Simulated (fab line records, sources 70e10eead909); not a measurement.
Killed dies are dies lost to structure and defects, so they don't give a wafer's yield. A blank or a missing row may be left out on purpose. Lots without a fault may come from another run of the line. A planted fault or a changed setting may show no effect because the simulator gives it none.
A struck lot beside a sound one | flow nand_harc | 24 steps out of a route of 1159
Sound: wafers L340.1, L340.5, L340.6. Struck: wafers L345.1, L345.2, L345.5. The cause comes at the end.
At each step with rows: each side's tool, then ch and its chambers, then its first start. Under that, the readings that differ: sound wafers | struck wafers | difference of the means | sigmas: that difference in standard deviations of wafers without a fault.
alike: readings whose means differ by less than 2 such deviations, and words and numbers that are the same on both sides. not compared: withheld readings, readings that some wafer has no value for, bounds like >300 that may hide the same value, and numbers for which the record gives no deviation and whose values overlap.
The two part at a step that has a row with sigmas, a row that says differs or no value, or rows on one side only. Numbers that don't overlap but have no deviation are shown without sigmas and don't part them. A reading that every wafer of one side lacks parts them only if that side has two wafers or more.

first, 3 steps without rows for these wafers: NHARC_A_CHANNEL_HOLE_D1_DESCUM_15 (chemistry O2, time 3 s); NHARC_A_CHANNEL_HOLE_D1_ETCH_38 (etches the open film in CF4, target depth 39 nm, time 65 s); NHARC_A_CHANNEL_HOLE_D1_ETCH_39 (etches the open film in N2/H2, target depth 260 nm, time 325 s).
NHARC_A_CHANNEL_HOLE_D1_ETCH_34: etches the open film in CF4/CHF3, target depth 154 nm, time 77 s.
  sound on rie_diel-05 ch 1,2; struck on rie_diel-11 ch 0,1
  alike: bias_w, cf4_flow_sccm, drypump_motor_current_A, oes_product_au, rf_vpp_V, showerhead_plenum_p_Torr, throttle_valve_pct
  not compared: rf_hours_counter_h
NHARC_A_CHANNEL_HOLE_D1_ETCH_16: etches the open film in O2/COS, target depth 3100 nm, time 806 s.
  sound on rie_diel-05 ch 0,3; struck on rie_diel-11 ch 0,2,3
  alike: bias_w, chamber_pressure_mTorr, drypump_motor_current_A, oes_product_au, rf_vpp_V, showerhead_plenum_p_Torr, throttle_valve_pct
  not compared: rf_hours_counter_h
NHARC_A_CHANNEL_HOLE_D1_CD_MEAS_18:
  sound on cd_sem-03, day 9 13:27; struck on cd_sem-02, day 11 01:11
  alike: cd_nm
then, 2 steps without rows for these wafers: NHARC_A_CHANNEL_HOLE_D1_ETCH_19 (etches the open film in C4F8/O2/Ar, time 34.5 s); NHARC_A_CHANNEL_HOLE_D1_ETCH_20 (etches the open film in C4F8/O2/Ar, time 361.9 s, target depth 1600 nm).
NHARC_A_CHANNEL_HOLE_D1_ETCH_21: etches the open film in C4F8/O2/Ar, time 514.3 s, target depth 1600 nm.
  sound on har_etch-01 ch 0,1, day 9 14:01; struck on har_etch-02 ch 0,1, day 11 01:41
  alike: c4f8_flow_sccm, chamber_pressure_mTorr, drypump_motor_current_A, showerhead_plenum_p_Torr, throttle_valve_pct
  not compared: rf_hours_counter_h
then, 3 steps without rows for these wafers: NHARC_A_CHANNEL_HOLE_D1_ETCH_22 (etches the open film in C4F8/O2/Ar, time 666.7 s, target depth 1600 nm); NHARC_A_CHANNEL_HOLE_D1_ETCH_23 (etches the open film in C4F8/O2/Ar, time 819 s, target depth 1600 nm); NHARC_A_CHANNEL_HOLE_D1_ETCH_24 (etches the open film in C4F8/O2/Ar, time 906.2 s, target depth 1500 nm).
NHARC_A_CHANNEL_HOLE_D1_ETCH_25: etches the open film in C4F8/O2/Ar, time 1040.2 s, target depth 1500 nm.
  sound on har_etch-01 ch 0,1, day 9 16:33; struck on har_etch-02 ch 0,1, day 11 04:09
  no value came back on the struck wafers for any of 5 readings (c4f8_flow_sccm (sccm), chamber_pressure_mTorr (mTorr) and others); on the sound wafers c4f8_flow_sccm (sccm) reads 93.79 93.90 94.54
  not compared: rf_hours_counter_h
NHARC_A_CHANNEL_HOLE_D1_ETCH_26: etches the open film in C4F8/O2/Ar, time 224.1 s, target depth 300 nm.
  sound on har_etch-01 ch 0,1, day 9 17:19; struck on har_etch-02 ch 0,1, day 11 05:02
  alike: bias_v, c4f8_flow_sccm, drypump_motor_current_A, showerhead_plenum_p_Torr, throttle_valve_pct
  not compared: rf_hours_counter_h
NHARC_A_CHANNEL_HOLE_D1_ETCH_33: etches the open film in C4F8/O2/Ar, time 90 s, target depth 400 nm.
  sound on har_etch-01 ch 0,1, day 9 17:31; struck on har_etch-02 ch 0,1, day 11 05:14
  alike: bias_v, c4f8_flow_sccm, drypump_motor_current_A, showerhead_plenum_p_Torr, throttle_valve_pct
  not compared: rf_hours_counter_h
then, 3 steps without rows for these wafers: NHARC_A_CHANNEL_HOLE_D1_STRIP_41 (strips in N2/H2); NHARC_A_CHANNEL_HOLE_D1_STRIP_42 (strips in CF4/CHF3); NHARC_A_CHANNEL_HOLE_D1_STRIP_43 (strips in O2/COS).
NHARC_A_CHANNEL_HOLE_D1_ETCH_44: etches the open film in CF4/O2, target depth 140 nm, overetch 14 nm, time 77 s.
  sound on rie_diel-05 ch 0,3, day 9 18:13; struck on rie_diel-05 ch 1,2,3, day 11 06:29
  reading                            | sound             | struck          | difference | sigmas
  model.A_CHANNEL_HOLE_D1.cd_nm (nm) | 93.43 93.14 90.27 | 101 101.9 99.42 | +8         |
  alike: bias_w, cf4_flow_sccm, drypump_motor_current_A, oes_product_au, rf_vpp_V, showerhead_plenum_p_Torr, throttle_valve_pct
  not compared: rf_hours_counter_h
then, 3 steps without rows for these wafers: NHARC_A_CHANNEL_HOLE_D1_STRIP_27 (strips in O2); NHARC_A_CHANNEL_HOLE_D1_PRECLEAN_28 (cleans in SC1); NHARC_A_CHANNEL_HOLE_D1_SRD_29.
NHARC_A_CHANNEL_HOLE_D1_CD_MEAS_30:
  sound on cd_sem-01, day 9 19:01; struck on cd_sem-01, day 11 07:26
  reading    | sound          | struck      | difference | sigmas
  cd_nm (nm) | 93.7 93.3 90.0 | 0.1 2.1 0.8 | -91.3      | -61
  not compared: hold
NHARC_END_SORT_01:
  the record has rows for the sound wafers here (prober-02 ch 0, day 20 18:08) and none for the struck ones

WHERE THEY PART
First at NHARC_A_CHANNEL_HOLE_D1_ETCH_25; last, within this record, at NHARC_END_SORT_01.

WHY: what the simulator had put in
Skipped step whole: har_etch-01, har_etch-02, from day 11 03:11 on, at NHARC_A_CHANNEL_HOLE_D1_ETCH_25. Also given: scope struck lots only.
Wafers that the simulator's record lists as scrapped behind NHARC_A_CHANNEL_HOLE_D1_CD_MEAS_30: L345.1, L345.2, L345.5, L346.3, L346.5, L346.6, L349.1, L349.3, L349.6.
